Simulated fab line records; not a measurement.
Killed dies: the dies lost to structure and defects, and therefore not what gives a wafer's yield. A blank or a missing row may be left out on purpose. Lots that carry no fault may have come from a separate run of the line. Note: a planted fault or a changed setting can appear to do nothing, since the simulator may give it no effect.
Chamber matching -- flow n5Finfet -- N5_BEOL_M7_ETCH_65 on rieDiel-03: 4 sister chambers
The step etches SiARC in CF4, target depth 15.6 nm, time 26 s. 4 wafers are shown with their chamber, then 12 later ones without.

== WAFERS WITH THEIR CHAMBER ==
wafer,chamber,showerheadPlenumPTorr (Torr)
L078.3,2,2.21
L084.6,3,2.14
L090.2,0,2.16
L090.5,1,2.13

== WAFERS WITHOUT THEIR CHAMBER ==
wafer,showerheadPlenumPTorr (Torr)
L093.3,2.13
L093.5,2.13
L093.6,2.13
L092.2,2.15
L092.4,2.13
L092.5,2.13
L091.1,2.15
L091.2,2.13
L091.3,2.20
L091.4,2.13
L091.5,2.15
L091.6,2.13

== CHAMBER TAKEN BY EACH ==
wafer,from the rows above,in truth
L093.3,can't be placed: 1 or 3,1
L093.5,can't be placed: 1 or 3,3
L093.6,can't be placed: 1 or 3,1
L092.2,can't be placed: 3 or 0 or 1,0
L092.4,can't be placed: 1 or 3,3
L092.5,can't be placed: 1 or 3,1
L091.1,can't be placed: 3 or 0 or 1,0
L091.2,can't be placed: 1 or 3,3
L091.3,2,2
L091.4,can't be placed: 1 or 3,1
L091.5,can't be placed: 3 or 0 or 1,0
L091.6,can't be placed: 1 or 3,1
Correctly placed: 1 of 12. These rows do not allow placing 11 (true chamber among the candidates in 11). 0 placed wrongly.
How it was worked out, from the rows above alone: a wafer's distance from a chamber is the root of the sum, over the readings, of the square of ((its reading less the chamber's mean) divided by the reading's scatter). The wafer belongs to the nearest chamber; if the next one is less than 2 further off, it can't be placed. A chamber's mean is the mean of its shown wafers. The scatter: with one shown wafer a chamber, the root of the mean of the squares of how far each hidden wafer lies from its nearest shown one.
